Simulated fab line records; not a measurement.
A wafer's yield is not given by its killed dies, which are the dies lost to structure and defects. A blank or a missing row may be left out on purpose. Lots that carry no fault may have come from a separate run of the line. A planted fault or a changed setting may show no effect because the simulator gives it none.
Comparing a struck lot with a sound one || flow nand_harc || 14 out of 1302 route steps
Sound: these wafers, L970.2, L970.5, L970.6. Wafers L959.2, L959.4, L959.6 were the ones struck. At the end, the cause is stated.
Order at every step that has rows: each side's tool, ch and its chambers, its first start. Under that, the readings that differ: sound wafers || struck wafers || difference of the means || sigmas: that difference in standard deviations of wafers without a fault.
alike: a reading whose means differ by less than 2 such deviations, as well as words and numbers matching on both sides. not compared: withheld readings; readings where some wafer has no value; bounds like >300 that might hide an equal value; numbers whose values overlap and for which the record gives no deviation.
Wherever a step has rows on one side only, a row that says differs or no value, or a row with sigmas, the two part there. Numbers that don't overlap but have no deviation are shown without sigmas and don't part them. A reading missing from all wafers of one side parts the sides only when that side holds two or more wafers.

first, 1 step without rows for these wafers: NHARC_A_WL_FILL_ANNEAL_08 (time 1800 s).
NHARC_A_WL_FILL_ALD_10: deposits SiO2, target thk 50 nm, pulse time 10 s, ald cycles 500.
  sound on ald_hk-02 ch 1,2, day 26 10:45; struck on ald_hk-02 ch 0,2,3, day 22 04:22
  alike: heater_power_outer_w, heater_power_w, precursor_pulse_height_rel
NHARC_A_WL_FILL_ETCHBACK_16: etches the open film in C4F8/O2/Ar, target depth 120 nm, time 24 s.
  sound: rie_diel-08 ch 1,3; struck: rie_diel-12 ch 0,2,3
{"reading": "oes_product_au (a.u.)", "sound": "0.996 0.992 0.991", "struck": "0.947 0.963 0.916", "difference": -0.051, "sigmas": -3}
  alike: rf_vpp_V
  not compared: rf_hours_counter_h
NHARC_A_WL_FILL_STRIP_29: strips in O2, time 20 s.
  sound on rie_diel-08 ch 0,1,3, day 26 14:59; struck on rie_diel-12 ch 1,3, day 22 08:04
  alike: drypump_motor_current_A, oes_product_au, rf_vpp_V, showerhead_plenum_p_Torr, throttle_valve_pct
  not compared: rf_hours_counter_h
then, 4 steps without rows for these wafers: NHARC_A_WL_FILL_ETCHBACK_17 (etches the open film in Cl2/BCl3, target depth 4 nm, time 26.7 s); NHARC_A_WL_FILL_PRECLEAN_18 (cleans in dHF, time 30 s); NHARC_A_WL_FILL_SRD_21; NHARC_A_WL_FILL_CVD_23 (deposits poly-Si, target thk 40 nm, time 800 s).
NHARC_A_WL_FILL_ETCHBACK_26: etches the open film in HBr, target depth 52 nm, time 13.3 s.
  sound on rie_si-02 ch 0,1,2, day 26 20:19; struck on rie_si-01 ch 2,3, day 22 13:24
  alike: drypump_motor_current_A, hbr_flow_sccm, oes_product_au, throttle_valve_pct
  not compared: rf_hours_counter_h
then, 2 steps without rows for these wafers: NHARC_A_WL_FILL_PRECLEAN_30 (cleans in dHF, time 10 s); NHARC_A_WL_FILL_SRD_14.
NHARC_A_WL_FILL_ALD_19: deposits TiN, target thk 2 nm, pulse time 3 s, ald cycles 100.
  sound on ald_metal-02 ch 2,3, day 26 20:34; struck on ald_metal-01 ch 2,3, day 22 13:41
  no value came back on the struck wafers for ald_cycles, heater_power_outer_w (W), heater_power_w (W), precursor_pulse_height_rel; on the sound wafers ald_cycles reads 100 100 100
NHARC_A_WL_FILL_CVD_20: deposits W, target thk 100 nm, time 74 s.
  sound: cvd_w-02 ch 0,1; struck: cvd_w-02 ch 0,1
  alike: heater_power_w, throttle_valve_pct
-- the record jumps here: 3 days lie between the struck wafers' starts before and after (it left off in module A_WL_FILL and takes up again in module END, whose first step shown is number 1302 of the route) --
NHARC_END_SORT_01:
  here the record holds rows for the struck wafers (prober-01 ch 0, day 25 18:56) but none for the sound ones

## WHERE THEY PART
At NHARC_A_WL_FILL_ETCHBACK_16 first; at NHARC_END_SORT_01 last (within this record only).

WHY: whatever the simulator had introduced
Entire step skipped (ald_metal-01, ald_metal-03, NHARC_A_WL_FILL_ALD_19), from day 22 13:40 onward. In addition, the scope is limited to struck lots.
